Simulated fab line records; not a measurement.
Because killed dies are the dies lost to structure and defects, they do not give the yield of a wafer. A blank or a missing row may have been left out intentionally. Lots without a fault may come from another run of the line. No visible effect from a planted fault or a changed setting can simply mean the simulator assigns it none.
Code-filled problem report in 8D (eight disciplines) form || flow n5-finfet || the parts of the form that need people (team, actions taken, sign-off) are left out

1. PROBLEM STATEMENT
Mean of run-length-s at N5_BEOL_M9_CVD_78: 288.9 s across 2 wafers in 2 lots; on wafers with no fault it is 162.2 s (standard deviation 0.45). So: +99 or more standard deviations from the usual mean.
The step: deposits Co from CCTBA/H2, target thk 2 nm, time 138.9 s.
First seen on wafer L628.6, day 13 09:59, on cvd-co-01. At this step, 36 wafers from 12 lots have a number in the record. Rule for "out", or "out of limits": more than 4 standard deviations from the usual mean. The other wafers with a number count as sound.

2. WHAT IT IS; WHAT IT IS NOT
{"question": "which readings at this step", "is": "run-length-s", "is not": "-"}
{"question": "which lots", "is": "L628, L629", "is not": "L613, L614, L615, L617, L618, L619, L620, L621, L623, L635"}
{"question": "which wafers of those lots", "is": "L628.6, L629.6", "is not": "L628.1, L628.5, L629.3, L629.5"}
{"question": "read on which tools", "is": "cvd-co-01", "is not": "cvd-co-02"}
{"question": "when", "is": "from day 13 09:59", "is not": "up to then (29 sound wafers); but 5 sound wafers of L629, L635 came after"}

3. THE SUSPECTS, EACH WITH WHAT RULES IT OUT
Counting: if a tool at a process step up to the reading ran every lot that is out, it stays a suspect. Sound lots after the first of them don't rule it out here, since some wafers of a struck lot are sound.
- cvd-co-01 at N5_BEOL_M9_CVD_78 (deposits Co from CCTBA/H2, target thk 2 nm, time 138.9 s): kept. It ran every lot that is out, first L628 (day 13 09:59); its last sound lot up to then is L623 (day 12 10:49). Out on those wafers are its own readings of run-length-s.
After counting, what remains is cvd-co-01 at N5_BEOL_M9_CVD_78.

4. THE CAUSE (what the simulator had put in)
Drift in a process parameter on cvd-co-01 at N5_BEOL_M9_CVD_78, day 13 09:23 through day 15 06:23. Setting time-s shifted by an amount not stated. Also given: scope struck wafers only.
This tool alone remained once counting was done.

5. SEQUENCE OF EFFECTS, ordered by route
Rows list readings where the struck wafers' mean (over those with a number) sits beyond 3 standard deviations from the usual. Scope: only readings with a usual standard deviation given in the record; hours: median across lots of the time from each lot's start at the first step in this table that gives one to its start at this step; sigmas: change in usual standard deviations.
{"hours": 0, "step": "N5_BEOL_M9_CVD_78", "reading": "run-length-s", "usual": "162.2 s", "on struck wafers": 288.9, "change": "+126.7", "sigmas": "+99 or more"}
The process steps in it:
- N5_BEOL_M9_CVD_78: deposits Co from CCTBA/H2, target thk 2 nm, time 138.9 s.
At these later measuring or inspecting steps, every struck wafer for which the step has a row has a number for every such reading, and none has moved that far: N5_BEOL_M9_THK_MEAS_53.

6. HOW IT WOULD HAVE BEEN CAUGHT EARLIER
In this record the first reading out of limits was taken at day 13 09:59, 1 hour after the fault began at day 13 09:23.
